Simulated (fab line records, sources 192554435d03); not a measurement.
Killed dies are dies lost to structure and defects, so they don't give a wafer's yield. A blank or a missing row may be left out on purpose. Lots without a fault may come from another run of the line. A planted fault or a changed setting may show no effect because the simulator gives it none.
fab line records | flow n5_finfet
record lots=23 wafers=69 last_day=17
route steps=1938 shown MOL_CONTACT_COAG@532 BEOL_M0_SAQP@672
lots that met no fault: from a run of the same line without faults
start_h: hours from the record's first day to the start of the lot's first wafer shown | wait_h: hours since the lot's step before | " the same as in the row above | L1.1+2: a row that stands for several wafers | - no value, or no start given | * or withheld: withheld | < > ~ a bound
route shown NAME@n: a module of which the file shows steps, and the number in the route of the first | usual: mean/standard deviation of fault-free wafers | same: alike in all rows | chamber/n: place in a boat | sites: the reading at each site | _std_site: their standard deviation | _edge_site: outer sites' mean less inner sites' | radius_mm: how far each site lies from the wafer's centre | mask NAME#n: copy n | behind: the tool/chamber that last shaped the wafer | hold: why the lot was held/for how many hours/how that ended | device: the transistor (n, p or np) that didn't switch | end of line: the same wafers' tests at the end of the route | a step without rows: its recipe alone | killed: dies lost to structure and defects at the first sort, not the wafer's yield | map: a wafer's dies, x killed, . not, _ none there
set.NAME: the setting as run; set.NAME@STEP: as run at that earlier step | model.NAME: the simulator's own value behind a step, which no gauge read
steps of the route over a sample of lots; a table a step, a row a wafer
services: from which hour (start_h, from the record's first day; less than 0 if before it) a tool's chamber was out of use, for how many hours, and why
## steps
# step N5_MOL_CONTACT_COAG_ETCH_106
# recipe chemistry=N2/H2 target=SOC target_depth_a=800 overetch_a=160 mask_material=SiARC temp_c=40 time_s=120 ion_energy_ev=200 pressure_mtorr=30 source_w=840 bias_w=150 n2_flow_sccm=200 h2_flow_sccm=200
# usual drypump_motor_current_A=5.6/0.43 oes_product_au=0.69/0.074 rf_vpp_V=523.5/2.5 showerhead_plenum_p_Torr=2.53/0.084 throttle_valve_pct=17.76/0.21
# columns lot.wafer tool chamber start_h wait_h drypump_motor_current_A oes_product_au rf_hours_counter_h rf_vpp_V showerhead_plenum_p_Torr throttle_valve_pct
L074.1 rie_diel-05 1 89.04 0.0 5.2 0.68 153 522.6 2.54 17.85
L074.3 " 2 " " 5.6 0.69 158 526.7 2.64 17.44
L074.6 " 2 " " 5.7 0.69 - 527.2 2.64 17.42
L075.1 rie_diel-03 1 101.30 0.0 5.3 0.60 243 525.4 2.61 18.27
L075.3 " 3 " " 5.6 0.84 9 523.6 2.50 17.64
L075.6 " 0 " " 6.1 0.75 - 523.3 2.46 17.64
L076.1 rie_diel-05 2 101.31 0.0 5.7 0.69 162 526.1 2.64 17.44
L076.4 " 1 " " 5.2 0.67 158 524.7 2.54 17.85
L076.6 " 1 " " 5.2 0.67 - 521.8 2.54 17.88
L077.2 rie_diel-06 2 108.11 0.0 5.7 0.62 231 520.6 2.41 17.84
L077.3 " 1 " " 5.4 0.72 109 524.7 2.55 17.35
L077.5 " 3 " " 6.5 0.66 - 521.1 2.42 17.70
L078.1 rie_diel-05 3 114.11 0.0 5.2 0.61 246 522.7 2.50 18.20
L078.2 " 1 " " 5.2 0.67 163 524.5 2.54 17.90
L078.5 " 1 " " 5.2 0.67 - 523.3 2.54 17.87
L079.2 rie_diel-06 2 121.55 0.0 5.7 0.62 236 518.7 2.41 17.86
L079.4 " 1 " " 5.4 0.70 114 523.8 2.55 17.37
L079.6 " 2 " " 5.7 0.62 - 519.9 2.41 17.86
L080.1 rie_diel-03 3 125.62 0.0 5.6 0.82 18 521.1 2.49 17.66
L080.4 " 2 " " 6.2 0.67 - 522.3 2.45 17.95
L080.5 " 0 " " 6.1 0.74 - 523.1 2.46 17.66
L081.3 rie_diel-03 3 132.68 0.0 5.6 0.80 22 523.0 2.49 17.67
L081.5 " 3 " " 5.6 0.81 - 521.6 2.49 17.67
L081.6 " 0 " " 6.1 0.73 - 522.2 2.46 17.66
L082.1 rie_diel-05 0 137.42 0.0 5.7 0.65 179 523.0 2.52 17.83
L082.2 " 1 " " 5.2 0.66 171 523.2 2.53 17.89
L082.5 " 2 " " 5.6 0.67 - 526.7 2.63 17.49
L083.2 rie_diel-06 1 142.98 0.0 5.4 0.70 122 524.8 2.54 17.39
L083.3 " 2 " " 5.7 0.62 244 519.7 2.41 17.86
L083.4 " 3 " " 6.4 0.65 182 520.7 2.42 17.72
L084.1 rie_diel-05 1 150.41 0.0 5.2 0.66 176 525.4 2.53 17.91
L084.2 " 2 " " 5.7 0.66 180 526.2 2.63 17.48
L084.3 " 0 " " 5.7 0.65 184 523.6 2.52 17.83
L086.1 rie_diel-05 1 161.07 0.0 5.2 0.65 180 524.4 2.53 17.90
L086.2 " 0 " " 5.7 0.64 187 523.8 2.52 17.84
L086.4 " 2 " " 5.7 0.67 184 525.8 2.63 17.48
L087.1 rie_diel-06 0 168.18 0.0 5.0 0.63 230 525.5 2.61 18.05
L087.5 " 0 " " 5.0 0.63 - 526.4 2.61 18.03
L087.6 " 1 " " 5.4 0.69 - 524.6 2.54 17.40
L088.2 rie_diel-05 1 173.47 0.0 5.2 0.65 186 522.7 2.53 17.92
L088.3 " 3 " " 5.2 0.81 - 521.3 2.49 17.85
L088.5 " 3 " " 5.2 0.82 - 522.7 2.49 17.85
L089.2 rie_diel-05 3 181.48 0.0 5.2 0.81 15 522.2 2.49 17.84
L089.5 " 3 " " 5.2 0.80 - 522.6 2.49 17.86
L089.6 " 0 " " 5.7 0.65 - 524.2 2.52 17.85
L090.1 rie_diel-06 1 184.40 0.0 5.4 0.68 141 523.3 2.54 17.42
L090.3 " 2 " " 5.6 0.88 1 529.0 2.72 17.49
L090.4 " 3 " " 6.4 0.64 202 520.3 2.41 17.75
L091.1 rie_diel-06 3 189.82 0.0 6.4 0.64 204 520.5 2.41 17.76
L091.2 " 2 " " 5.6 0.86 3 530.1 2.72 17.49
L091.6 " 2 " " 5.7 0.87 - 528.2 2.72 17.50
L092.1 rie_diel-06 0 197.46 0.0 5.1 0.63 244 524.2 2.61 18.05
L092.2 " 2 " " 5.7 0.86 5 529.1 2.72 17.51
L092.4 " 1 " " 5.4 0.69 145 522.9 2.53 17.43
L093.2 rie_diel-05 1 200.45 0.0 5.2 0.65 196 522.0 2.52 17.93
L093.5 " 0 " " 5.7 0.64 - 523.7 2.52 17.86
L093.6 " 3 " " 5.2 0.79 - 522.3 2.49 17.86
L094.3 rie_diel-05 3 212.56 0.0 5.2 0.79 27 522.7 2.48 17.88
L094.4 " 2 " " 5.7 0.66 196 527.0 2.62 17.49
L094.5 " 0 " " 5.7 0.64 - 525.3 2.52 17.85
L095.1 rie_diel-06 2 213.64 0.0 5.6 0.84 10 528.3 2.72 17.49
L095.2 " 1 " " 5.4 0.67 150 523.7 2.53 17.43
L095.6 " 3 " " 6.5 0.63 - 520.5 2.41 17.76
L096.1 rie_diel-05 1 221.94 0.0 5.2 0.64 202 523.4 2.52 17.94
L096.2 " 3 " " 5.2 0.78 30 522.5 2.48 17.89
L096.5 " 3 " " 5.2 0.78 - 521.7 2.48 17.89
L097.1 rie_diel-06 1 225.93 0.0 5.5 0.67 154 524.5 2.53 17.44
L097.2 " 2 " " 5.6 0.84 14 528.0 2.72 17.53
L097.5 " 1 " " 5.4 0.68 - 523.7 2.53 17.44
# step N5_MOL_CONTACT_COAG_ALD_27
# recipe material=SiOC target_thk_a=170 temp_c=400 ald_precursor_family=carbosiloxane ald_co_reactant=H2-plasma pulse_time_s=1.5 time_s=2720 purge_time_s=2 co_reactant_purge_time_s=2 ald_cycles=340 pressure_torr=2
# usual heater_power_outer_w=498/49 heater_power_w=817/64 precursor_pulse_height_rel=0.999/0.021
# same ald_cycles=340 co_reactant_purge_time_s=2
# columns lot.wafer tool chamber start_h wait_h heater_power_outer_w heater_power_w precursor_pulse_height_rel
L074.1 ald_sin-02 1 97.94 0.0 538 820 0.967
L074.3 " 2 " " 499 809 0.993
L074.6 " 1 " " 534 825 0.979
L075.1 ald_sin-02 1 106.73 0.0 544 825 0.983
L075.3 " 0 " " 561 916 0.996
L075.6 " 1 " " 557 817 1.015
L076.1 ald_sin-02 2 108.49 1.6 488 830 0.986
L076.4 " 1 " " 550 825 1.020
L076.6 " 0 " " 570 903 0.979
L077.2 ald_sin-04 0 114.01 0.0 429 711 0.987
L077.3 " 3 " " 494 820 0.997
L077.5 " 0 " " 427 730 0.992
L078.1 ald_sin-01 0 119.92 0.0 491 807 1.010
L078.2 " 3 " " 569 900 0.969
L078.5 " 0 " " 503 783 0.976
L079.2 ald_sin-01 3 127.72 0.0 543 898 0.978
L079.4 " 1 " " 450 811 1.014
L079.6 " 2 " " 447 876 1.008
L080.1 ald_sin-01 1 133.44 0.0 454 771 0.996
L080.4 " 0 " " 480 785 1.010
L080.5 " 0 " " 481 805 0.984
L081.3 ald_sin-01 0 140.68 0.0 491 807 0.963
L081.5 " 3 " " 570 887 0.978
L081.6 " 2 " " 470 864 1.037
L082.1 ald_sin-02 3 143.73 0.0 475 782 1.001
L082.2 " 2 " " 489 824 0.998
L082.5 " 1 " " 545 814 0.994
L083.2 ald_sin-01 0 149.68 0.7 511 786 1.004
L083.3 " 1 " " 446 792 1.013
L083.4 " 3 " " 571 892 0.983
L084.1 ald_sin-02 1 156.47 0.0 545 813 1.003
L084.2 " 2 " " 502 824 0.956
L084.3 " 3 " " 477 772 1.034
L086.1 ald_sin-02 1 167.49 0.0 543 861 1.015
L086.2 " 3 " " 481 782 1.012
L086.4 " 0 " " 553 934 1.013
L087.1 ald_sin-02 0 175.49 0.0 566 933 1.031
L087.5 " 2 " " 506 828 1.035
L087.6 " 0 " " 571 929 1.001
L088.2 ald_sin-04 3 180.32 0.0 517 817 1.027
L088.3 " 0 " " 429 712 0.968
L088.5 " 2 " " 384 655 1.025
L089.2 ald_sin-04 3 187.16 0.3 509 843 0.992
L089.5 " 2 " " 395 646 1.003
L089.6 " 1 " " 487 814 0.998
L090.1 ald_sin-01 1 189.50 0.0 448 781 0.961
L090.3 " 3 " " 575 898 1.010
L090.4 " 0 " " 490 780 0.969
L091.1 ald_sin-01 1 196.34 0.0 449 800 1.001
L091.2 " 3 " " 575 879 0.999
L091.6 " 0 " " 515 802 0.979
L092.1 ald_sin-01 3 206.67 0.1 556 875 0.999
L092.2 " 2 " " 475 861 1.007
L092.4 " 1 " " 460 777 1.009
L093.2 ald_sin-02 0 207.57 0.3 555 889 1.031
L093.5 " 0 " " 540 889 0.975
L093.6 " 1 " " 495 745 1.036
L094.3 ald_sin-02 1 219.82 0.3 506 752 0.996
L094.4 " 2 " " 491 820 1.005
L094.5 " 3 " " 435 728 1.013
L095.1 ald_sin-04 0 221.64 0.0 433 725 0.992
L095.2 " 3 " " 495 842 1.018
L095.6 " 2 " " 382 661 1.049
L096.1 ald_sin-01 2 228.75 0.6 470 853 1.015
L096.2 " 0 " " 506 793 0.991
L096.5 " 1 " " 459 790 1.035
L097.1 ald_sin-01 3 232.51 0.0 563 851 1.003
L097.2 " 0 " " 509 829 1.035
L097.5 " 1 " " 461 801 1.003
# step N5_MOL_CONTACT_COAG_INSPECT_57
# recipe mode=adi inspect_instrument=brightfield
# usual raw_defect_count=183/53
# columns lot.wafer tool chamber start_h wait_h raw_defect_count
L074.1 defect_inspect-01 - 101.04 0.1 159
L074.3 " - " " 213
L074.6 " - " " 116
L075.1 defect_inspect-01 - 109.85 0.1 295
L075.3 " - " " 242
L075.6 " - " " 223
L076.1 defect_inspect-02 - 111.31 0.1 241
L076.4 " - " " 181
L076.6 " - " " 227
L077.2 defect_inspect-02 - 116.85 0.0 170
L077.3 " - " " 144
L077.5 " - " " 152
L078.1 defect_inspect-01 - 122.75 0.1 206
L078.2 " - " " 191
L078.5 " - " " 245
L079.2 defect_inspect-01 - 130.59 0.0 184
L079.4 " - " " 238
L079.6 " - " " 129
L080.1 defect_inspect-01 - 136.63 0.1 134
L080.4 " - " " 154
L080.5 " - " " 147
L081.3 defect_inspect-02 - 143.64 0.0 80
L081.5 " - " " 108
L081.6 " - " " 136
L082.1 defect_inspect-02 - 146.64 0.1 252
L082.2 " - " " 217
L082.5 " - " " 188
L083.2 defect_inspect-01 - 152.52 0.0 203
L083.3 " - " " 289
L083.4 " - " " 301
L084.1 defect_inspect-02 - 159.30 0.1 141
L084.2 " - " " 153
L084.3 " - " " 119
L086.1 defect_inspect-01 - 170.53 0.1 170
L086.2 " - " " 224
L086.4 " - " " 219
L087.1 defect_inspect-02 - 180.38 0.1 246
L087.5 " - " " 142
L087.6 " - " " 205
L088.2 defect_inspect-02 - 184.96 0.0 173
L088.3 " - " " 196
L088.5 " - " " 118
L089.2 defect_inspect-02 - 190.12 0.0 127
L089.5 " - " " 172
L089.6 " - " " 146
L090.1 defect_inspect-02 - 193.05 0.1 78
L090.3 " - " " 79
L090.4 " - " " 104
L091.1 defect_inspect-01 - 199.29 0.1 202
L091.2 " - " " 225
L091.6 " - " " 181
L092.1 defect_inspect-02 - 209.67 0.1 142
L092.2 " - " " 218
L092.4 " - " " 142
L093.2 defect_inspect-01 - 210.55 0.0 199
L093.5 " - " " 173
L093.6 " - " " 272
L094.3 defect_inspect-01 - 222.85 0.0 191
L094.4 " - " " 217
L094.5 " - " " 238
L095.1 defect_inspect-02 - 225.28 0.1 252
L095.2 " - " " 207
L095.6 " - " " 224
L096.1 defect_inspect-02 - 232.10 0.1 160
L096.2 " - " " 160
L096.5 " - " " 132
L097.1 defect_inspect-01 - 235.35 0.1 176
L097.2 " - " " 313
L097.5 " - " " 239
# step N5_BEOL_M0_SAQP_ETCH_106
# recipe chemistry=N2/H2 target=SOC target_depth_a=1500 stop_on=SiNx ion_energy_ev=100 bias_w=61 pressure_mtorr=30 source_w=850 n2_flow_sccm=200 h2_flow_sccm=200
# usual drypump_motor_current_A=5.4/0.52 oes_product_au=0.79/0.1 rf_vpp_V=241.0/1.3 showerhead_plenum_p_Torr=2.57/0.089 throttle_valve_pct=17.76/0.2
# columns lot.wafer tool chamber start_h wait_h drypump_motor_current_A oes_product_au rf_hours_counter_h rf_vpp_V showerhead_plenum_p_Torr throttle_valve_pct
L074.1 rie_diel-02 1 112.35 - 5.6 0.75 135 242.0 2.63 17.73
L074.3 " 2 " " 5.1 0.71 183 240.9 2.55 17.75
L074.6 " 1 " " 5.6 0.76 - 240.4 2.63 17.71
L075.1 rie_diel-04 2 121.49 - 4.8 0.95 2 242.6 2.73 17.64
L075.3 " 3 " " 6.0 0.71 194 240.2 2.41 18.06
L075.6 " 1 " " 5.1 0.69 - 242.0 2.62 17.89
L076.1 rie_diel-01 2 122.74 - 5.4 0.72 159 240.6 2.56 18.09
L076.4 " 0 " " 5.3 0.85 58 244.1 2.69 17.71
L076.6 " 1 " " 6.0 0.69 - 240.0 2.48 17.59
L077.2 rie_diel-04 1 146.39 - 5.1 0.68 238 241.4 2.62 17.88
L077.3 " 0 " " 5.4 0.96 4 237.8 2.49 17.52
L077.5 " 1 " " 5.1 0.69 - 241.8 2.62 17.88
L078.1 rie_diel-02 3 147.11 - 5.0 0.88 30 239.7 2.49 17.87
L078.2 " 2 " " 5.1 0.70 194 242.0 2.54 17.78
L078.5 " 1 " " 5.6 0.75 - 242.1 2.63 17.74
L079.2 rie_diel-02 2 147.47 - 5.1 0.70 194 241.2 2.54 17.77
L079.4 " 3 " " 5.0 0.88 30 241.3 2.49 17.89
L079.6 " 0 " " 6.5 0.68 - 241.9 2.62 17.78
L080.1 rie_diel-02 2 149.25 - 5.1 0.71 195 240.9 2.54 17.78
L080.4 " 1 " " 5.6 0.75 148 242.1 2.63 17.75
L080.5 " 0 " " 6.5 0.68 - 242.0 2.61 17.79
L081.3 rie_diel-04 3 156.72 - 5.9 0.70 206 238.9 2.41 18.08
L081.5 " 0 " " 5.4 0.96 - 240.7 2.49 17.53
L081.6 " 1 " " 5.1 0.68 - 240.9 2.62 17.90
L082.1 rie_diel-04 0 157.53 - 5.4 0.96 8 240.4 2.49 17.53
L082.2 " 1 " " 5.1 0.69 242 241.4 2.62 17.92
L082.5 " 2 " " 4.7 0.91 - 242.1 2.72 17.67
L083.2 rie_diel-02 1 165.07 - 5.6 0.73 154 242.3 2.62 17.76
L083.3 " 0 " " 6.5 0.68 245 241.7 2.61 17.81
L083.4 " 3 " " 5.0 0.86 37 240.5 2.49 17.89
L084.1 rie_diel-02 3 170.19 - 5.0 0.87 38 240.6 2.49 17.89
L084.2 " 2 " " 5.1 0.70 203 239.4 2.54 17.80
L084.3 " 0 " " 6.5 0.68 246 242.7 2.61 17.81
L086.1 rie_diel-02 3 183.89 - 4.9 0.86 42 240.6 2.48 17.90
L086.2 " 1 " " 5.6 0.74 159 241.9 2.62 17.77
L086.4 " 2 " " 5.1 0.70 207 241.3 2.54 17.81
L087.1 rie_diel-02 1 192.98 - 5.6 0.73 163 241.5 2.62 17.78
L087.5 " 2 " " 5.1 0.68 - 240.8 2.53 17.80
L087.6 " 3 " " 5.0 0.85 - 241.5 2.48 17.90
L088.2 rie_diel-04 2 195.94 - 4.7 0.88 29 243.0 2.72 17.69
L088.3 " 3 " " 6.0 0.69 220 238.0 2.40 18.09
L088.5 " 2 " " 4.7 0.89 - 243.2 2.72 17.69
L089.2 rie_diel-04 3 201.30 - 5.9 0.69 221 239.5 2.40 18.10
L089.5 " 2 " " 4.8 0.88 - 241.7 2.71 17.69
L089.6 " 1 " " 5.1 0.99 - 240.4 2.61 17.46
L090.1 rie_diel-02 3 206.21 - 5.0 0.85 50 241.1 2.48 17.92
L090.3 " 2 " " 5.1 0.69 215 240.0 2.53 17.81
L090.4 " 1 " " 5.6 0.73 167 241.6 2.62 17.78
L091.1 rie_diel-02 0 210.67 - 6.5 0.95 3 243.1 2.61 17.32
L091.2 " 3 " " 5.0 0.84 52 240.1 2.48 17.91
L091.6 " 0 " " 6.5 0.95 - 242.2 2.61 17.34
L092.1 rie_diel-01 2 219.79 - 5.5 0.71 190 241.7 2.55 18.13
L092.2 " 1 " " 6.0 0.95 11 240.1 2.47 17.13
L092.4 " 3 " " 5.7 0.68 205 243.3 2.61 17.69
L093.2 rie_diel-02 0 225.94 - 6.5 0.93 8 243.3 2.61 17.34
L093.5 " 0 " " 6.5 0.93 - 242.7 2.61 17.35
L093.6 " 3 " " 5.0 0.84 - 239.8 2.48 17.93
L094.3 rie_diel-04 1 234.41 - 5.1 0.94 11 242.0 2.61 17.49
L094.4 " 2 " " 4.7 0.86 41 241.0 2.71 17.71
L094.5 " 0 " " 5.4 0.89 - 240.4 2.48 17.58
L095.1 rie_diel-04 2 236.85 - 4.7 0.86 42 242.5 2.71 17.73
L095.2 " 0 " " 5.4 0.88 34 238.0 2.48 17.58
L095.6 " 1 " " 5.1 0.95 - 241.7 2.61 17.47
L096.1 rie_diel-04 2 242.32 - 4.7 0.85 43 241.7 2.71 17.69
L096.2 " 0 " " 5.4 0.88 35 239.2 2.48 17.58
L096.5 " 2 " " 4.7 0.85 - 242.4 2.71 17.71
L097.1 rie_diel-04 3 247.17 - 5.9 0.68 236 239.5 2.39 18.12
L097.2 " 1 " " 5.1 0.93 15 242.1 2.61 17.47
L097.5 " 0 " " 5.4 0.89 - 240.4 2.48 17.59
# step N5_BEOL_M0_SAQP_SPACER2_ALD_26
# recipe material=SiO2 target_thk_a=150 temp_c=300 ald_precursor_family=BDEAS ald_co_reactant=O2-plasma pulse_time_s=1 purge_time_s=2 co_reactant_purge_time_s=2 pressure_torr=2
# usual heater_power_outer_w=246/27 heater_power_w=447/54 precursor_pulse_height_rel=1.001/0.021
# same co_reactant_purge_time_s=2
# columns lot.wafer tool chamber start_h wait_h heater_power_outer_w heater_power_w precursor_pulse_height_rel
L074.1 ald_sin-04 3 112.65 0.1 256 476 1.018
L074.3 " 2 " " 198 363 0.984
L074.6 " 0 " " 220 394 1.000
L075.1 ald_sin-03 1 121.80 0.1 281 569 1.019
L075.3 " 2 " " 220 388 0.996
L075.6 " 3 " " 281 488 1.016
L076.1 ald_sin-03 0 123.05 0.1 238 424 1.015
L076.4 " 1 " " 275 557 1.026
L076.6 " 3 " " 277 503 1.016
L077.2 ald_sin-04 0 147.62 0.2 225 403 1.002
L077.3 " 1 " " 248 451 1.034
L077.5 " 1 " " 249 466 0.976
L078.1 ald_sin-03 3 148.22 0.4 282 486 0.980
L078.2 " 2 " " 222 403 0.989
L078.5 " 2 " " 218 389 1.039
L079.2 ald_sin-03 2 148.74 0.8 223 384 0.979
L079.4 " 3 " " 282 481 0.987
L079.6 " 0 " " 240 424 1.010
L080.1 ald_sin-02 1 151.01 1.4 279 453 0.999
L080.4 " 0 " " 282 512 0.973
L080.5 " 1 " " 280 464 1.025
L081.3 ald_sin-03 3 157.03 0.1 283 492 0.965
L081.5 " 2 " " 226 388 1.019
L081.6 " 3 " " 273 496 1.006
L082.1 ald_sin-03 0 157.84 0.1 231 418 1.017
L082.2 " 3 " " 275 492 0.953
L082.5 " 3 " " 287 492 1.014
L083.2 ald_sin-02 1 165.66 0.4 282 462 0.998
L083.3 " 3 " " 240 443 1.017
L083.4 " 0 " " 285 512 1.021
L084.1 ald_sin-02 3 170.49 0.1 242 437 1.017
L084.2 " 0 " " 286 520 1.035
L084.3 " 1 " " 270 452 0.974
L086.1 ald_sin-03 3 184.19 0.1 281 497 1.012
L086.2 " 1 " " 281 575 0.999
L086.4 " 2 " " 222 395 0.974
L087.1 ald_sin-04 1 193.78 0.6 245 466 0.964
L087.5 " 1 " " 246 459 1.049
L087.6 " 2 " " 195 372 0.946
L088.2 ald_sin-04 2 196.25 0.1 195 360 0.984
L088.3 " 0 " " 221 406 0.998
L088.5 " 2 " " 205 366 1.016
L089.2 ald_sin-02 2 201.60 0.1 250 472 0.993
L089.5 " 3 " " 221 401 0.985
L089.6 " 2 " " 246 468 1.010
L090.1 ald_sin-02 1 206.88 0.5 247 427 1.016
L090.3 " 0 " " 270 503 1.017
L090.4 " 3 " " 228 405 1.007
L091.1 ald_sin-02 1 210.98 0.1 256 415 0.982
L091.2 " 3 " " 225 396 1.012
L091.6 " 3 " " 227 405 0.965
L092.1 ald_sin-04 1 220.37 0.4 247 465 0.997
L092.2 " 2 " " 196 371 1.055
L092.4 " 0 " " 224 393 1.009
L093.2 ald_sin-04 0 226.24 0.1 221 407 1.018
L093.5 " 1 " " 254 453 1.015
L093.6 " 0 " " 221 411 0.981
L094.3 ald_sin-03 0 235.31 0.4 235 420 0.981
L094.4 " 2 " " 220 400 1.042
L094.5 " 0 " " 234 424 1.007
L095.1 ald_sin-04 2 237.16 0.1 201 364 1.011
L095.2 " 1 " " 247 474 1.018
L095.6 " 1 " " 253 455 1.016
L096.1 ald_sin-04 2 243.11 0.6 198 364 0.992
L096.2 " 1 " " 251 466 0.997
L096.5 " 2 " " 198 370 0.998
L097.1 ald_sin-04 0 247.47 0.1 232 415 1.013
L097.2 " 1 " " 254 461 0.997
L097.5 " 2 " " 197 379 1.014
# step N5_BEOL_M0_SAQP_SPACER2_ETCHBACK_27
# recipe chemistry=CHF3/O2 mode=anisotropic_etchback target=SiO2 target_depth_a=225 time_s=11.25 pressure_mtorr=30 source_w=650 bias_w=170 Ar_flow_sccm=200 CHF3_flow_sccm=50 O2_flow_sccm=5 ion_energy_ev=200
# usual drypump_motor_current_A=5.5/0.45 oes_o_777_au=0.78/0.096 oes_product_au=0.79/0.1 rf_vpp_V=521/8.8 showerhead_plenum_p_Torr=2.43/0.081 throttle_valve_pct=18.88/0.19
# columns lot.wafer tool chamber start_h wait_h drypump_motor_current_A oes_o_777_au oes_product_au rf_hours_counter_h rf_vpp_V showerhead_plenum_p_Torr throttle_valve_pct
L074.1 rie_diel-02 3 113.29 0.4 5.0 0.90 0.91 20 518 2.37 18.88
L074.3 " 2 " " 5.2 0.71 0.73 183 534 2.41 18.80
L074.6 " 1 " " 5.6 0.75 0.76 - 519 2.52 19.07
L075.1 rie_diel-04 1 122.41 0.3 5.1 0.69 0.70 231 523 2.47 18.89
L075.3 " 3 " " 5.9 0.73 0.71 195 520 2.28 19.13
L075.6 " 2 " " 4.7 0.96 0.97 - 523 2.58 18.71
L076.1 rie_diel-01 3 123.59 0.3 5.7 0.71 0.72 178 509 2.50 18.86
L076.4 " 2 " " 5.4 0.75 0.73 159 514 2.41 19.04
L076.6 " 1 " " 5.9 0.70 0.69 - 533 2.38 18.84
L077.2 rie_diel-02 1 148.19 0.3 5.6 0.74 0.75 148 518 2.52 19.08
L077.3 " 0 " " 6.5 0.69 0.68 239 504 2.47 18.76
L077.5 " 0 " " 6.5 0.69 0.68 - 503 2.47 18.76
L078.1 rie_diel-01 0 148.77 0.3 5.4 0.86 0.86 66 526 2.54 18.85
L078.2 " 1 " " 5.9 0.70 0.69 249 532 2.38 18.84
L078.5 " 1 " " 5.9 0.70 0.68 - 533 2.38 18.85
L079.2 rie_diel-04 3 149.29 0.3 5.9 0.73 0.70 204 520 2.27 19.13
L079.4 " 0 " " 5.4 0.98 0.97 5 525 2.37 18.64
L079.6 " 0 " " 5.4 0.98 0.97 - 525 2.37 18.64
L080.1 rie_diel-01 3 151.57 0.3 5.7 0.70 0.72 183 508 2.49 18.88
L080.4 " 2 " " 5.4 0.73 0.72 169 515 2.41 19.05
L080.5 " 1 " " 5.9 0.70 0.69 - 534 2.38 18.85
L081.3 rie_diel-04 1 157.67 0.4 5.1 0.68 0.69 242 524 2.47 18.89
L081.5 " 0 " " 5.4 0.97 0.97 - 524 2.37 18.65
L081.6 " 3 " " 5.9 0.72 0.71 - 522 2.27 19.14
L082.1 rie_diel-01 2 158.38 0.3 5.4 0.74 0.71 171 513 2.41 19.06
L082.2 " 0 " " 5.3 0.85 0.85 69 527 2.54 18.86
L082.5 " 2 " " 5.4 0.74 0.71 - 515 2.41 19.07
L083.2 rie_diel-02 2 166.21 0.3 5.1 0.70 0.71 202 535 2.40 18.82
L083.3 " 1 " " 5.6 0.74 0.75 154 517 2.52 19.09
L083.4 " 0 " " 6.5 0.68 0.68 245 504 2.47 18.77
L084.1 rie_diel-02 1 171.04 0.3 5.6 0.74 0.76 155 519 2.51 19.09
L084.2 " 2 " " 5.1 0.70 0.71 203 536 2.40 18.81
L084.3 " 0 " " 6.5 0.69 0.68 246 504 2.47 18.76
L086.1 rie_diel-02 2 184.74 0.3 5.1 0.69 0.71 207 536 2.40 18.84
L086.2 " 3 " " 5.0 0.85 0.87 42 517 2.36 18.94
L086.4 " 0 " " 6.5 0.69 0.68 250 504 2.47 18.78
L087.1 rie_diel-02 1 194.61 0.6 5.6 0.73 0.74 164 518 2.51 19.09
L087.5 " 2 " " 5.1 0.69 0.70 - 533 2.40 18.84
L087.6 " 3 " " 4.9 0.85 0.86 - 517 2.36 18.95
L088.2 rie_diel-02 2 196.79 0.3 5.1 0.69 0.70 212 535 2.40 18.85
L088.3 " 1 " " 5.6 0.73 0.74 165 517 2.51 19.11
L088.5 " 1 " " 5.6 0.73 0.74 - 519 2.51 19.08
L089.2 rie_diel-04 2 202.15 0.3 4.7 0.88 0.90 31 523 2.57 18.74
L089.5 " 3 " " 5.9 0.71 0.69 - 520 2.27 19.18
L089.6 " 0 " " 5.4 0.93 0.93 - 524 2.36 18.66
L090.1 rie_diel-04 0 207.46 0.3 5.4 0.92 0.91 25 524 2.36 18.67
L090.3 " 2 " " 4.7 0.88 0.91 32 522 2.56 18.75
L090.4 " 1 " " 5.1 0.96 1.00 4 523 2.46 18.51
L091.1 rie_diel-01 2 211.52 0.3 5.4 0.72 0.71 189 514 2.40 19.10
L091.2 " 3 " " 5.7 0.69 0.70 203 508 2.49 18.89
L091.6 " 3 " " 5.7 0.68 0.70 - 510 2.49 18.90
L092.1 rie_diel-01 1 220.92 0.3 6.0 0.97 0.97 12 531 2.37 18.41
L092.2 " 0 " " 5.3 0.83 0.83 90 528 2.53 18.88
L092.4 " 2 " " 5.4 0.72 0.71 190 512 2.40 19.10
L093.2 rie_diel-01 2 226.92 0.4 5.4 0.72 0.70 192 515 2.40 19.12
L093.5 " 2 " " 5.4 0.71 0.70 - 514 2.40 19.10
L093.6 " 1 " " 6.0 0.95 0.97 - 532 2.37 18.41
L094.3 rie_diel-02 3 235.87 0.3 5.0 0.83 0.84 59 516 2.35 18.95
L094.4 " 1 " " 5.6 0.73 0.73 177 518 2.51 19.13
L094.5 " 1 " " 5.6 0.71 0.73 - 518 2.51 19.13
L095.1 rie_diel-01 3 237.86 0.4 5.7 0.68 0.69 211 509 2.48 18.91
L095.2 " 0 " " 5.3 0.82 0.82 95 527 2.53 18.88
L095.6 " 0 " " 5.3 0.83 0.83 - 527 2.53 18.91
L096.1 rie_diel-04 3 243.71 0.3 6.0 0.71 0.68 235 520 2.26 19.21
L096.2 " 0 " " 5.4 0.91 0.90 36 525 2.36 18.69
L096.5 " 2 " " 4.8 0.86 0.88 - 525 2.56 18.78
L097.1 rie_diel-02 2 248.02 0.3 5.1 0.68 0.69 229 535 2.39 18.86
L097.2 " 1 " " 5.6 0.72 0.72 183 516 2.50 19.13
L097.5 " 2 " " 5.2 0.68 0.68 - 535 2.39 18.86
## services
# columns tool chamber start_h hours kind
rie_diel-02 - 84.23 0.9 repair
ald_sin-03 - 85.25 14.0 pm
rie_diel-04 2 86.26 - clean
rie_diel-04 2 86.26 - consumable_replace:focus_ring
rie_diel-02 2 87.37 1.3 repair
rie_diel-02 1 89.59 5.3 repair
rie_diel-01 1 91.99 3.6 repair
rie_diel-06 3 94.68 12.9 repair
rie_diel-02 2 94.72 4.8 repair
ald_sin-02 0 151.45 4.1 repair
rie_diel-05 2 169.34 16.3 repair
rie_diel-05 0 170.33 5.8 repair
ald_sin-02 1 171.39 20.0 repair
ald_sin-01 1 173.81 11.8 repair
ald_sin-02 - 177.03 14.0 pm
rie_diel-02 0 185.57 - clean
rie_diel-02 0 185.57 - consumable_replace:focus_ring
rie_diel-02 0 185.57 15.5 scheduled_down
rie_diel-02 0 185.57 15.5 vent_cycle
rie_diel-01 1 187.31 5.4 repair
ald_sin-03 - 217.38 14.6 pm
rie_diel-03 0 223.19 7.0 repair
rie_diel-02 0 227.10 2.8 repair
ald_sin-01 - 237.60 6.0 pm
## key
fault none
